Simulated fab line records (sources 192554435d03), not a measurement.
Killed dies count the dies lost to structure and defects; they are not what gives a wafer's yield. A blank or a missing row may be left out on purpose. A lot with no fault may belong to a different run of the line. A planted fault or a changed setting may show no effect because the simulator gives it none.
fab line records | flow n5Finfet
record lots=9 wafers=26 lastDay=17
route steps=1938 shown BEOL_M4@1111 BEOL_M10@1507 PASSIVATION@1905
lots that met no fault: taken from a fault-free run of the same line
startH: start of the lot's first displayed wafer, in hours after the record's first day | waitH: hours from the lot's prior step to this one | " identical to the entry in the row above | L1.1+2: a row that stands for several wafers | - either no value or no given start | * or withheld: withheld | < > ~ a bound
route shown NAME@n: NAME is a module with steps in the file, n the number in the route of the first one | usual: mean/standard deviation of fault-free wafers | same: alike in all rows | chamber/n: place in a boat | sites: readings site by site | _std_site: standard deviation of those values | _edge_site: inner sites' mean taken away from outer sites' mean | radiusMm: for every site, how far away it sits from the centre of the wafer | mask NAME#n: copy n | behind: the tool/chamber that last shaped the wafer | hold: why the lot went on hold/how many hours it stayed there/how the hold came to an end | device: the n, p or np transistor that did not switch | end of line: tests run on the same wafers once the route is complete | where a step has no rows: the recipe by itself | killed: count of dies lost to structure and defects at first sort (not the wafer's yield) | map: a wafer's dies, marking killed ones x, the rest . and places with no die _
set.NAME: the setting the step ran with; set.NAME@STEP: the setting that earlier step ran with | model.NAME: the simulator's own value behind a step, which no gauge read
route steps across a sampled set of lots; one table per step, one row per wafer
services: the hour from which a tool's chamber was out of use, counted from the record's first day as startH (under 0 if before that day), plus the number of hours and why
## steps
# step N5_BEOL_M4_RC_MEAS_101
# usual DIBL_N=36.2/2 DIBL_P=36.1/2.4 IOFF_N=0.16/0.035 IOFF_P=0.22/0.041 ION_N=675/14 ION_P=465/8.6 SS_N=71.5/0.64 SS_P=73.2/0.76 VT_N=250/3.9 VT_P=-249/3.4
# columns lot.wafer tool chamber startH waitH DIBL_N[mV/V] DIBL_P[mV/V] IOFF_N[nA/um] IOFF_P[nA/um] ION_N[uA/um] ION_P[uA/um] SS_N[mV/dec] SS_P[mV/dec] VT_N[mV] VT_P[mV]
L684.2 prober-02 0 175.05 0.2 38.0 37.1 0.19 0.23 692 470 72.1 73.5 247 -248
L684.5 " 0 " " 38.1 37.0 0.19 0.22 686 465 71.9 73.8 249 -252
L688.1 prober-02 0 199.14 0.0 32.9 33.1 0.10 0.15 650 449 71.1 71.9 256 -252
L688.2 " 0 " " 34.0 35.1 0.12 0.18 658 463 71.1 72.5 254 -250
L688.3 " 0 " " 33.6 35.0 0.10 0.17 643 454 70.4 73.3 257 -252
L689.2 prober-02 0 209.19 0.2 38.1 38.2 0.18 0.24 681 465 72.1 74.5 247 -249
L689.4 " 0 " " 38.1 38.2 0.17 0.24 670 457 72.8 73.7 251 -247
L689.6 " 0 " " 37.6 37.4 0.17 0.23 672 463 72.0 73.8 248 -251
L697.1 prober-01 0 255.86 0.0 37.1 38.2 0.16 0.24 678 467 71.9 73.2 249 -248
L697.4 " 0 " " 35.0 35.3 0.13 0.19 661 461 71.2 72.9 254 -249
L697.6 " 0 " " 36.6 38.1 0.16 0.23 679 472 71.1 73.7 251 -248
L696.3 prober-02 0 256.79 0.3 34.5 37.1 0.17 0.26 700 483 71.5 73.2 245 -246
L696.4 " 0 " " 37.8 40.2 0.21 0.30 692 479 72.4 73.9 248 -243
L696.6 " 0 " " 36.8 39.5 0.19 0.29 701 482 71.1 73.4 248 -244
L698.1 prober-01 0 262.25 0.0 38.9 38.2 0.21 0.26 693 479 72.0 73.1 242 -246
L698.4 " 0 " " 39.1 38.8 0.21 0.28 697 473 71.6 74.4 247 -244
L698.5 " 0 " " 36.9 34.9 0.16 0.22 672 459 71.2 74.1 247 -249
L702.2 prober-01 0 272.26 0.2 37.2 38.9 0.16 0.20 670 458 71.8 73.8 249 -255
L702.4 " 0 " " 36.1 38.3 0.16 0.20 680 470 71.5 73.7 249 -251
L702.5 " 0 " " 37.1 38.6 0.17 0.21 685 465 72.0 73.9 251 -250
L701.1 prober-02 0 272.29 0.0 34.9 33.2 0.13 0.18 677 466 70.9 72.7 251 -251
L701.3 " 0 " " 38.7 37.5 0.19 0.24 674 463 72.2 74.4 248 -247
L701.6 " 0 " " 40.8 40.7 0.24 0.28 703 472 72.0 74.0 243 -247
L706.2 prober-01 0 298.72 0.2 36.4 34.9 0.14 0.19 669 456 71.8 72.9 253 -251
L706.3 " 0 " " 37.7 37.5 0.19 0.22 682 464 71.5 74.7 247 -251
L706.5 " 0 " " 38.0 37.4 0.18 0.24 678 461 72.2 74.3 250 -246
# step N5_BEOL_M10_ETCH_66
# recipe chemistry=N2/H2 target=SOC targetDepthA=1200 overetchA=240 maskMaterial=SiARC tempC=40 timeS=180 ionEnergyEv=200 pressureMtorr=30 sourceW=840 biasW=150 n2FlowSccm=200 h2FlowSccm=200
# usual chamberPressureMTorr=30.002/0.027 drypumpMotorCurrentA=5.7/0.36 oesProductAu=0.65/0.071 rfFwdPowerW=836.9/2.7 rfVppV=523.8/2.1 showerheadPlenumPTorr=2.53/0.073 throttleValvePct=17.64/0.24
# same timeS=180
# columns lot.wafer tool chamber startH waitH chamberPressureMTorr drypumpMotorCurrentA oesProductAu rfFwdPowerW rfHoursCounterH rfVppV showerheadPlenumPTorr throttleValvePct
L684.2 rieDiel-01 0 234.62 0.0 30.014 5.7 0.57 837.5 230 520.5 2.40 17.75
L684.5 " 1 " " 29.975 5.7 0.65 836.7 - 525.1 2.57 17.25
L688.1 rieDiel-01 1 250.60 0.0 30.021 5.7 0.65 834.9 84 522.6 2.56 17.24
L688.2 " 2 " " 29.959 5.9 0.72 840.5 32 520.3 2.50 17.61
L688.3 " 0 " " 30.010 5.8 0.57 832.0 235 520.2 2.40 17.75
L689.2 rieDiel-01 1 257.65 0.0 29.970 5.7 0.65 833.0 87 525.0 2.56 17.24
L689.4 " 3 " " 29.972 5.3 0.55 834.9 211 528.4 2.61 17.84
L689.6 " 3 " " 30.013 5.3 0.55 835.4 - 526.2 2.61 17.82
L697.1 rieDiel-01 2 308.89 0.0 30.022 5.9 0.69 837.7 53 521.4 2.49 17.62
L697.4 " 3 " " 29.980 5.3 0.54 834.7 - 526.3 2.60 17.85
L697.6 " 1 " " 30.024 5.7 0.62 834.9 - 523.7 2.55 17.28
L696.3 rieDiel-01 0 309.40 0.0 30.038 5.8 0.80 837.0 0 528.0 2.71 17.40
L696.4 " 1 " " 29.987 5.8 0.63 831.7 106 523.9 2.55 17.29
L696.6 " 1 " " 29.993 5.8 0.62 837.7 - 523.7 2.55 17.30
L698.1 rieDiel-01 2 316.44 0.0 29.987 5.9 0.70 836.4 56 522.6 2.49 17.64
L698.4 " 1 " " 29.996 5.8 0.62 836.9 109 523.3 2.55 17.30
L698.5 " 1 " " 30.032 5.7 0.62 837.0 - 524.1 2.55 17.28
L701.1 rieDiel-03 0 318.61 0.0 30.019 6.4 0.56 835.2 237 522.7 2.49 17.92
L701.3 " 1 " " 29.998 5.1 0.66 841.5 61 524.0 2.56 17.73
L701.6 " 0 " " 30.029 6.4 0.55 834.0 - 523.2 2.49 17.91
L702.2 rieDiel-03 1 326.50 0.0 30.030 5.1 0.66 835.4 64 523.4 2.56 17.74
L702.4 " 3 " " 29.984 5.4 0.73 838.2 25 521.8 2.50 17.92
L702.5 " 1 " " 29.971 5.1 0.66 834.3 - 525.0 2.56 17.73
L706.2 rieDiel-03 3 356.34 0.0 30.037 5.4 0.71 837.7 33 523.6 2.50 17.96
L706.3 " 1 " " 29.993 5.1 0.65 837.1 74 525.7 2.56 17.75
L706.5 " 3 " " 30.014 5.4 0.73 835.8 - 520.6 2.50 17.93
# step N5_PASSIVATION_CD_MEAS_30
# recipe targetCdNm=4000 landingEnergyEv=500 detector=seInlens polarity=opening
# usual cdNm=4000.5/2.5
# columns lot.wafer tool chamber startH waitH cdNm
L684.2 cdSem-02 0 286.93 - 3997.5
L684.5 " 0 " " 3997.7
L688.1 cdSem-01 0 301.75 - 4001.4
L688.2 " 0 " " 3998.0
L688.3 " 0 " " 3999.7
L689.2 cdSem-01 0 315.28 - 3997.3
L689.4 " 0 " " 4001.0
L689.6 " 0 " " 3999.0
L697.1 cdSem-01 0 347.71 - 4003.4
L697.4 " 0 " " 4002.0
L697.6 " 0 " " 4000.9
L696.3 cdSem-03 0 348.92 - 3999.8
L696.4 " 0 " " 3997.2
L696.6 " 0 " " 3997.2
L698.1 cdSem-03 0 377.43 - 4004.9
L698.4 " 0 " " 4000.9
L698.5 " 0 " " 4002.2
L701.1 cdSem-01 0 377.71 - 4004.3
L701.3 " 0 " " 4001.4
L701.6 " 0 " " 4002.7
L702.2 cdSem-03 0 382.57 - 4000.6
L702.4 " 0 " " 4000.7
L702.5 " 0 " " 4004.3
L706.2 cdSem-01 0 397.50 - 4002.1
L706.3 " 0 " " 4000.5
L706.5 " 0 " " 4001.4
# step N5_PASSIVATION_INSPECT_64
# recipe mode=adi inspectInstrument=macro
# usual rawDefectCount=2.0/1.5
# columns lot.wafer tool chamber startH waitH rawDefectCount
L684.2 defectInspect-01 - 286.99 0.0 2
L684.5 " - " " 4
L688.1 defectInspect-02 - 301.80 0.0 4
L688.2 " - " " 1
L688.3 " - " " 1
L689.2 defectInspect-01 - 315.34 0.0 2
L689.4 " - " " 1
L689.6 " - " " 0
L697.1 defectInspect-01 - 347.76 0.0 1
L697.4 " - " " 1
L697.6 " - " " 2
L696.3 defectInspect-01 - 348.97 0.0 3
L696.4 " - " " 0
L696.6 " - " " 1
L698.1 defectInspect-02 - 377.49 0.0 3
L698.4 " - " " 3
L698.5 " - " " 2
L701.1 defectInspect-02 - 377.76 0.0 4
L701.3 " - " " 4
L701.6 " - " " 4
L702.2 defectInspect-02 - 382.63 0.0 0
L702.4 " - " " 4
L702.5 " - " " 3
L706.2 defectInspect-01 - 397.56 0.0 4
L706.3 " - " " 3
L706.5 " - " " 2
# step N5_PASSIVATION_DESCUM_46
# recipe chemistry=O2 timeS=7.9 sourcePowerW=50 biasPowerW=20 pressureMtorr=20 rfFrequencyHz=2.712e+07 tempC=40 o2FlowSccm=225
# usual chamberPressureMTorr=20.002/0.018 drypumpMotorCurrentA=5.6/0.41 oesProductAu=0.81/0.082 rfFwdPowerW=49.48/0.22 rfVppV=242.7/1.2 showerheadPlenumPTorr=2.06/0.06 throttleValvePct=20.27/0.21
# same timeS=7.9
# columns lot.wafer tool chamber startH waitH chamberPressureMTorr drypumpMotorCurrentA oesProductAu rfFwdPowerW rfHoursCounterH rfVppV showerheadPlenumPTorr throttleValvePct
L684.2 rieDiel-04 1 288.97 0.0 20.012 5.4 0.83 49.80 73 242.0 2.03 20.40
L684.5 " 0 " " 20.038 6.1 0.98 49.76 - 242.0 2.03 20.06
L688.1 rieDiel-04 2 303.70 0.0 19.977 5.5 0.78 49.36 108 241.4 2.02 20.23
L688.2 " 3 " " 19.978 4.9 0.73 49.83 201 241.9 1.97 20.37
L688.3 " 0 " " 20.001 6.0 0.97 49.69 8 243.4 2.03 20.07
L689.2 rieDiel-03 3 317.18 0.0 20.005 5.4 0.92 49.46 20 243.9 2.06 20.53
L689.4 " 1 " " 20.013 5.1 0.82 49.53 60 243.4 2.12 20.33
L689.6 " 0 " " 20.025 6.4 0.67 48.97 - 241.4 2.05 20.52
L697.1 rieDiel-04 0 350.10 0.0 20.025 6.0 0.92 49.66 22 242.1 2.02 20.10
L697.4 " 3 " " 20.006 5.0 0.72 49.86 216 242.7 1.97 20.40
L697.6 " 0 " " 19.999 6.1 0.92 49.64 - 242.9 2.02 20.10
L696.3 rieDiel-04 0 351.28 0.5 19.992 6.1 0.92 49.79 23 243.0 2.02 20.11
L696.4 " 1 " " 20.014 5.4 0.80 49.74 94 240.8 2.03 20.45
L696.6 " 1 " " 20.004 5.4 0.81 49.82 - 241.6 2.03 20.45
L698.1 rieDiel-04 3 381.54 1.2 20.024 5.0 0.70 49.59 229 241.3 1.96 20.41
L698.4 " 1 " " 20.039 5.4 0.79 49.76 108 241.5 2.02 20.47
L698.5 " 3 " " 19.989 4.9 0.71 49.72 - 242.4 1.96 20.40
L701.1 rieDiel-01 0 382.64 2.2 20.005 5.8 0.89 49.02 31 244.1 2.22 20.18
L701.3 " 2 " " 19.989 5.9 0.82 49.47 85 242.6 2.03 20.25
L701.6 " 0 " " 20.009 5.7 0.88 49.13 - 245.6 2.22 20.17
L702.2 rieDiel-01 0 387.60 1.8 20.002 5.7 0.88 49.09 34 244.8 2.22 20.16
L702.4 " 3 " " 20.005 5.3 0.96 49.34 2 244.1 2.15 20.17
L702.5 " 2 " " 20.006 5.9 0.81 49.66 - 242.5 2.03 20.27
L706.2 rieDiel-03 2 401.68 1.4 20.015 5.6 0.82 49.60 106 241.2 2.09 19.92
L706.3 " 1 " " 19.995 5.1 0.78 49.59 82 242.8 2.11 20.36
L706.5 " 1 " " 19.972 5.1 0.78 49.41 - 244.6 2.11 20.37
# step N5_PASSIVATION_PROBE_49
# usual defectLimitedYield=91.1/1.4 killed_at_M0_to_M3=36/9.9 killed_at_M4_up=13/5.8 killedAtContacts=14/5.9 killedAtFrontEnd=39/11 killedAtOther=3.4/2.9 killedDies=105/17 killedOnRim=15/3.9 killedOpen=70/13 killedShort=34/7.3 sort_bin_5_function=5.3/1 sort_bin_6_memory=3.3/0.62 sort_bin_8_speed=0.01/0.057 sortNPass=1075/17
# same grossDies=1180 killedAtBackSide=0 sort_bin_4_leakage[%]=0
# columns lot.wafer tool chamber startH waitH defectLimitedYield[%] killed_at_M0_to_M3 killed_at_M4_up killedAtContacts killedAtFrontEnd killedAtOther killedDies killedOnRim killedOpen killedShort sort_bin_5_function[%] sort_bin_6_memory[%] sort_bin_8_speed[%] sortNPass
L684.2 prober-02 - 292.06 0.1 90.3 37 18 18 40 2 115 20 77 36 5.8 3.3 0 1065
L684.5 prober-02 - 292.21 0.2 91.6 26 16 12 44 1 99 11 72 24 5.5 2.5 0 1081
L688.1 prober-02 - 306.75 0.0 91.9 39 3 8 43 2 95 17 64 31 4.8 3.1 0 1085
L688.2 prober-02 - 306.80 0.1 87.9 43 10 25 58 7 143 15 103 39 7.5 4.2 0 1037
L688.3 prober-02 - 306.85 0.1 90.7 39 9 17 36 9 110 13 65 39 5.3 3.6 0.34 1068
L689.2 prober-02 - 320.27 0.1 90.8 31 19 9 44 5 108 13 63 45 5.0 4.1 0 1072
L689.4 prober-02 - 320.37 0.2 90.9 31 11 13 47 5 107 12 77 30 5.6 3.4 0 1073
L689.6 prober-02 - 320.47 0.3 91.9 41 11 7 30 6 95 15 62 33 4.7 3.0 0 1085
L697.1 prober-02 - 353.23 0.1 90.0 34 11 29 41 3 118 15 64 53 7.0 2.4 0 1062
L697.4 prober-02 - 353.38 0.2 91.3 19 7 34 42 1 103 14 61 42 5.8 2.5 0 1077
L697.6 prober-02 - 353.48 0.3 52.5 41 467 15 38 0 561 89 67 37 43.9 3.6 0 619
L696.3 prober-02 - 355.19 0.1 91.5 37 9 12 40 2 100 7 72 27 4.7 3.5 0 1080
L696.4 prober-02 - 355.24 0.2 61.8 37 367 7 38 2 451 80 61 38 34.7 3.1 0 729
L696.6 prober-02 - 355.34 0.3 52.2 23 496 5 38 2 564 53 49 28 45.1 2.6 0 616
L698.1 prober-02 - 384.58 0.0 91.9 30 11 11 40 3 95 11 70 25 5.3 2.8 0 1085
L698.4 prober-02 - 384.73 0.2 66.8 35 304 18 31 4 392 115 70 30 29.4 3.3 0 788
L698.5 prober-02 - 384.78 0.2 72.4 44 232 14 31 5 326 74 73 30 23.6 3.8 0 854
L701.1 prober-02 - 385.70 0.0 92.4 25 21 13 29 2 90 12 60 28 4.6 2.7 0 1090
L701.3 prober-02 - 385.80 0.1 92.0 23 10 17 41 3 94 9 68 24 4.2 3.6 0 1086
L701.6 prober-02 - 385.95 0.3 93.7 17 11 9 30 7 74 11 55 16 3.6 2.5 0 1106
L702.2 prober-01 - 390.70 0.1 87.8 43 14 17 64 6 144 23 86 53 7.3 4.6 0 1036
L702.4 prober-01 - 390.80 0.2 88.9 28 9 19 72 3 131 13 85 46 7.9 2.8 0 1049
L702.5 prober-01 - 390.85 0.2 90.3 38 8 8 60 1 115 18 68 43 4.7 4.6 0 1065
L706.2 prober-02 - 404.79 0.1 90.6 36 18 23 26 8 111 12 77 34 5.3 3.8 0 1069
L706.3 prober-02 - 404.84 0.1 89.2 34 15 29 43 7 128 18 97 31 6.9 3.7 0 1052
L706.5 prober-02 - 404.94 0.2 91.3 38 11 19 31 4 103 14 62 41 4.8 3.7 0 1077
# killed by level:class
L684.2 MOL_CONTACT_COAG:geometricParticle:open=16 BEOL_M2:geometricParticle:open=9 FIN_SAQP:geometricParticle:open=8 FIN_SAQP:geometricParticle:short=8 BEOL_M4:geometricParticle:open=8 BEOL_M1:geometricParticle:open=7 BEOL_M3:geometricParticle:open=7 GATE_CUT:geometricParticle:short=6
L684.5 MOL_CONTACT_COAG:geometricParticle:open=11 DUMMY_GATE:geometricParticle:open=10 BEOL_M4:geometricParticle:open=9 STI_FIN_REVEAL:geometricParticle:open=8 BEOL_M0_SAQP:geometricParticle:open=6 BEOL_M0_SAQP:geometricParticle:short=5 BEOL_M3:geometricParticle:open=5 FIN_SAQP:geometricParticle:open=4
L688.1 BEOL_M0_SAQP:geometricParticle:open=16 FIN_SAQP:geometricParticle:short=15 FIN_SAQP:geometricParticle:open=13 BEOL_M2:geometricParticle:open=9 BEOL_M1:geometricParticle:open=7 MOL_CONTACT_COAG:geometricParticle:open=6 BEOL_M0_SAQP:geometricParticle:short=4 STARTING-WAFER:geometricParticle:open=4
L688.2 FIN_SAQP:geometricParticle:open=37 MOL_CONTACT_COAG:geometricParticle:open=20 FIN_SAQP:geometricParticle:short=11 BEOL_M3:geometricParticle:open=9 BEOL_M0_SAQP:geometricParticle:short=9 BEOL_M0_SAQP:geometricParticle:open=9 BEOL_M2:geometricParticle:open=9 MOL_CONTACT_COAG:geometricParticle:short=5
L688.3 FIN_SAQP:geometricParticle:open=19 MOL_CONTACT_COAG:geometricParticle:open=14 BEOL_M0_SAQP:geometricParticle:short=13 FIN_SAQP:geometricParticle:short=7 BEOL_M0_SAQP:geometricParticle:open=6 BEOL_M1:geometricParticle:open=5 BEOL_M2:geometricParticle:open=5 STI_FIN_REVEAL:geometricParticle:open=3
L689.2 BEOL_M0_SAQP:geometricParticle:short=15 STI_FIN_REVEAL:geometricParticle:open=12 FIN_SAQP:geometricParticle:open=10 MOL_CONTACT_COAG:geometricParticle:open=7 BEOL_M0_SAQP:geometricParticle:open=6 FIN_SAQP:geometricParticle:short=5 BEOL_M5:geometricParticle:short=5 BEOL_M8:geometricParticle:open=4
L689.4 DUMMY_GATE:geometricParticle:open=13 FIN_SAQP:geometricParticle:open=12 MOL_CONTACT_COAG:geometricParticle:open=10 BEOL_M0_SAQP:geometricParticle:short=10 BEOL_M0_SAQP:geometricParticle:open=7 BEOL_M3:geometricParticle:open=7 FIN_SAQP:geometricParticle:short=6 BEOL_M4:geometricParticle:open=6
L689.6 BEOL_M3:geometricParticle:open=10 FIN_SAQP:geometricParticle:open=8 BEOL_M0_SAQP:geometricParticle:short=8 FIN_SAQP:geometricParticle:short=6 DUMMY_GATE:geometricParticle:open=6 BEOL_M2:geometricParticle:open=6 STI_FIN_REVEAL:geometricParticle:open=5 MOL_CONTACT_COAG:geometricParticle:open=5
L697.1 MOL_CONTACT_COAG:geometricParticle:open=20 FIN_SAQP:geometricParticle:short=18 MOL_CONTACT_COAG:geometricParticle:short=9 BEOL_M0_SAQP:geometricParticle:short=7 STI_FIN_REVEAL:geometricParticle:open=7 BEOL_M2:geometricParticle:open=7 BEOL_M1:geometricParticle:open=6 BEOL_M0_SAQP:geometricParticle:open=4
L697.4 MOL_CONTACT_COAG:geometricParticle:open=25 FIN_SAQP:geometricParticle:short=16 FIN_SAQP:geometricParticle:open=12 MOL_CONTACT_COAG:geometricParticle:short=9 BEOL_M0_SAQP:geometricParticle:open=5 BEOL_M0_SAQP:geometricParticle:short=4 GATE_CUT:geometricParticle:short=3 BEOL_M1:geometricParticle:open=3
L697.6 BEOL_M10:areaEtch=456 MOL_CONTACT_COAG:geometricParticle:open=13 BEOL_M2:geometricParticle:open=12 BEOL_M3:geometricParticle:open=10 BEOL_M0_SAQP:geometricParticle:short=8 FIN_SAQP:geometricParticle:open=7 FIN_SAQP:geometricParticle:short=7 DUMMY_GATE:geometricParticle:open=5
L696.3 STI_FIN_REVEAL:geometricParticle:open=19 BEOL_M0_SAQP:geometricParticle:open=14 MOL_CONTACT_COAG:geometricParticle:open=10 FIN_SAQP:geometricParticle:open=8 BEOL_M0_SAQP:geometricParticle:short=7 BEOL_M2:geometricParticle:open=6 GATE_CUT:geometricParticle:short=5 FIN_SAQP:geometricParticle:short=3
L696.4 BEOL_M10:areaEtch=351 BEOL_M0_SAQP:geometricParticle:open=17 BEOL_M4:geometricParticle:open=11 BEOL_M0_SAQP:geometricParticle:short=10 FIN_SAQP:geometricParticle:short=8 BEOL_M3:geometricParticle:short=7 FIN_SAQP:geometricParticle:open=6 STI_FIN_REVEAL:geometricParticle:open=6
L696.6 BEOL_M10:areaEtch=487 STI_FIN_REVEAL:geometricParticle:open=12 BEOL_M0_SAQP:geometricParticle:open=11 FIN_SAQP:geometricParticle:short=9 BEOL_M0_SAQP:geometricParticle:short=7 MOL_CONTACT_COAG:geometricParticle:open=5 FIN_SAQP:geometricParticle:open=4 GATE_CUT:geometricParticle:short=4
L698.1 MOL_CONTACT_COAG:geometricParticle:open=10 FIN_SAQP:geometricParticle:open=9 DUMMY_GATE:geometricParticle:open=9 BEOL_M2:geometricParticle:open=9 BEOL_M0_SAQP:geometricParticle:short=7 STI_FIN_REVEAL:geometricParticle:open=7 BEOL_M0_SAQP:geometricParticle:open=7 FIN_SAQP:geometricParticle:short=5
L698.4 BEOL_M10:areaEtch=292 MOL_CONTACT_COAG:geometricParticle:open=16 DUMMY_GATE:geometricParticle:open=13 BEOL_M0_SAQP:geometricParticle:short=8 BEOL_M3:geometricParticle:open=7 BEOL_M0_SAQP:geometricParticle:open=6 STI_FIN_REVEAL:geometricParticle:open=5 BEOL_M2:geometricParticle:open=5
L698.5 BEOL_M10:areaEtch=221 MOL_CONTACT_COAG:geometricParticle:open=13 BEOL_M2:geometricParticle:open=13 BEOL_M0_SAQP:geometricParticle:open=9 BEOL_M3:geometricParticle:open=8 BEOL_M0_SAQP:geometricParticle:short=8 FIN_SAQP:geometricParticle:open=7 STARTING-WAFER:geometricParticle:open=5
L701.1 BEOL_M4:geometricParticle:open=12 MOL_CONTACT_COAG:geometricParticle:open=9 STI_FIN_REVEAL:geometricParticle:open=8 BEOL_M0_SAQP:geometricParticle:short=5 GATE_CUT:geometricParticle:short=5 MOL_CONTACT_COAG:geometricParticle:short=4 BEOL_M0_SAQP:geometricParticle:open=4 BEOL_M2:geometricParticle:open=4
L701.3 MOL_CONTACT_COAG:geometricParticle:open=14 STI_FIN_REVEAL:geometricParticle:open=12 FIN_SAQP:geometricParticle:open=7 BEOL_M1:geometricParticle:open=6 BEOL_M2:geometricParticle:open=5 DUMMY_GATE:geometricParticle:open=4 GATE_CUT:geometricParticle:open=4 STI_FIN_REVEAL:geometricParticle:short=3
L701.6 FIN_SAQP:geometricParticle:open=12 MOL_CONTACT_COAG:geometricParticle:open=8 STI_FIN_REVEAL:geometricParticle:open=7 BEOL_M0_SAQP:geometricParticle:short=5 BEOL_M0_SAQP:geometricParticle:open=4 BEOL_M3:geometricParticle:open=3 BEOL_M4:geometricParticle:open=3 BEOL_M2:geometricParticle:open=3
L702.2 FIN_SAQP:geometricParticle:short=14 MOL_CONTACT_COAG:geometricParticle:open=14 BEOL_M0_SAQP:geometricParticle:short=11 BEOL_M0_SAQP:geometricParticle:open=11 GATE_CUT:geometricParticle:short=9 FIN_SAQP:geometricParticle:open=8 BEOL_M1:geometricParticle:open=7 DUMMY_GATE:geometricParticle:open=6
L702.4 MOL_CONTACT_COAG:geometricParticle:open=17 FIN_SAQP:geometricParticle:short=16 STI_FIN_REVEAL:geometricParticle:open=15 FIN_SAQP:geometricParticle:open=12 DUMMY_GATE:geometricParticle:open=7 BEOL_M0_SAQP:geometricParticle:open=7 BEOL_M1:geometricParticle:open=5 GATE_CUT:geometricParticle:open=5
L702.5 FIN_SAQP:geometricParticle:short=20 STI_FIN_REVEAL:geometricParticle:open=11 BEOL_M0_SAQP:geometricParticle:open=10 BEOL_M1:geometricParticle:open=8 MOL_CONTACT_COAG:geometricParticle:open=7 GATE_CUT:geometricParticle:short=6 BEOL_M3:geometricParticle:open=6 STARTING-WAFER:geometricParticle:open=5
L706.2 MOL_CONTACT_COAG:geometricParticle:open=21 BEOL_M0_SAQP:geometricParticle:short=11 BEOL_M0_SAQP:geometricParticle:open=10 FIN_SAQP:geometricParticle:open=9 BEOL_M5:geometricParticle:open=7 STI_FIN_REVEAL:geometricParticle:open=6 BEOL_M1:geometricParticle:open=5 FIN_SAQP:geometricParticle:short=4
L706.3 MOL_CONTACT_COAG:geometricParticle:open=27 STI_FIN_REVEAL:geometricParticle:open=11 BEOL_M0_SAQP:geometricParticle:open=9 FIN_SAQP:geometricParticle:open=7 BEOL_M4:geometricParticle:open=7 BEOL_M0_SAQP:geometricParticle:short=6 BEOL_M2:geometricParticle:open=6 FIN_SAQP:geometricParticle:short=5
L706.5 MOL_CONTACT_COAG:geometricParticle:open=15 BEOL_M0_SAQP:geometricParticle:short=15 FIN_SAQP:geometricParticle:short=7 STI_FIN_REVEAL:geometricParticle:open=7 BEOL_M0_SAQP:geometricParticle:open=7 BEOL_M3:geometricParticle:open=6 FIN_SAQP:geometricParticle:open=4 MOL_CONTACT_COAG:geometricParticle:short=4
## services
# columns tool chamber startH hours kind
rieDiel-04 3 218.89 32.8 repair
rieDiel-03 3 234.65 - clean
rieDiel-03 3 234.65 - consumableReplace:focusRing
rieDiel-03 3 234.65 20.9 scheduledDown
rieDiel-03 3 234.65 20.9 ventCycle
rieDiel-01 - 236.60 0.2 repair
rieDiel-04 0 251.90 - clean
rieDiel-04 0 251.90 - consumableReplace:focusRing
rieDiel-01 0 293.81 - clean
rieDiel-01 0 293.81 - consumableReplace:focusRing
rieDiel-01 0 293.81 - consumableReplace:showerhead
rieDiel-01 0 293.81 15.5 scheduledDown
rieDiel-01 0 293.81 15.5 ventCycle
rieDiel-03 0 357.48 - clean
rieDiel-03 0 357.48 - consumableReplace:focusRing
rieDiel-03 0 357.48 17.5 scheduledDown
rieDiel-03 0 357.48 17.5 ventCycle
rieDiel-01 3 359.84 - clean
rieDiel-01 3 359.84 - consumableReplace:focusRing
rieDiel-01 3 359.84 24.6 scheduledDown
rieDiel-01 3 359.84 24.6 ventCycle
rieDiel-03 1 362.98 15.7 repair
rieDiel-03 - 375.35 15.6 pm
rieDiel-01 - 394.24 10.0 pm
## key
firstSign step=N5_PASSIVATION_PROBE_49 reading=killed_at_M4_up direction=up sigmas=62 usual=13 struck=373
effect step=N5_PASSIVATION_PROBE_49 reading=sort_bin_5_function direction=up sigmas=29 usual=5.3 struck=35.3
moreKillsBornAt N5_BEOL_M10_ETCH_66@rieDiel-01=1807
metAt N5_BEOL_M10_ETCH_66
struckLots L696,L697,L698
struckWafers L696.4,L696.6,L697.6,L698.4,L698.5
notActingAt N5_PASSIVATION_CD_MEAS_30,N5_PASSIVATION_INSPECT_64,N5_PASSIVATION_DESCUM_46
onsetBetween 257.65 308.89
fault kind=processParameterDrift tool=rieDiel-01 chamber=1 onsetH=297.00 steps=N5_BEOL_M10_ETCH_66 channel=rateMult offset=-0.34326 shape=step endH=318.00
